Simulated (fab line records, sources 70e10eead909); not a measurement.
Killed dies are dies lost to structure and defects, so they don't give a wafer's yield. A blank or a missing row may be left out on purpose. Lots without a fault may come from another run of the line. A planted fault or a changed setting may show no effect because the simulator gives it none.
Which tool did it? | flow nand_harc | 7 lots, 21 wafers sampled, at 1 step of a route of 1159

WHAT THE GAUGES READ, wafer by wafer
NHARC_A_ONON_D1_THK_MEAS_08: measures by ellipsometry.
lot  | measured     | on            | thk_nm (nm)
L770 | day 8 01:16  | film_metro-02 | 1008 1008 1007
L772 | day 8 05:26  | film_metro-02 | 993 993 994
L775 | day 9 06:32  | film_metro-01 | 996 996 995
L777 | day 10 01:13 | film_metro-01 | 1007 1007 1007
L780 | day 10 19:30 | film_metro-02 | 1003 1003 1004
L788 | day 12 02:07 | film_metro-02 | 992 992 993
L792 | day 13 02:11 | film_metro-02 | 999 997 997

WHICH TOOL RAN EACH LOT (tool, then ch and the chambers of the sampled wafers, then the start)
The record holds no process step before these readings.

THE ANSWER, worked out from the rows above alone
Rule: what is usual is taken from the lots themselves. Put in order of their means at a reading, lots are off if they are a third of the lots or fewer, leave a main group of 4 or more, and stand apart from it by a gap of 3 or more times the standard deviation of the main group's means; of several such gaps the widest counts. A main group whose means are all the same, to the digits that the tables above print for the reading, isn't used. A lot without any number at a reading at which 4 lots or more have one is off too. The other lots that the step has rows for count as sound.
No lot is off at any reading shown: from this, nothing can be told.

WHAT THE SIMULATOR HAD PUT IN
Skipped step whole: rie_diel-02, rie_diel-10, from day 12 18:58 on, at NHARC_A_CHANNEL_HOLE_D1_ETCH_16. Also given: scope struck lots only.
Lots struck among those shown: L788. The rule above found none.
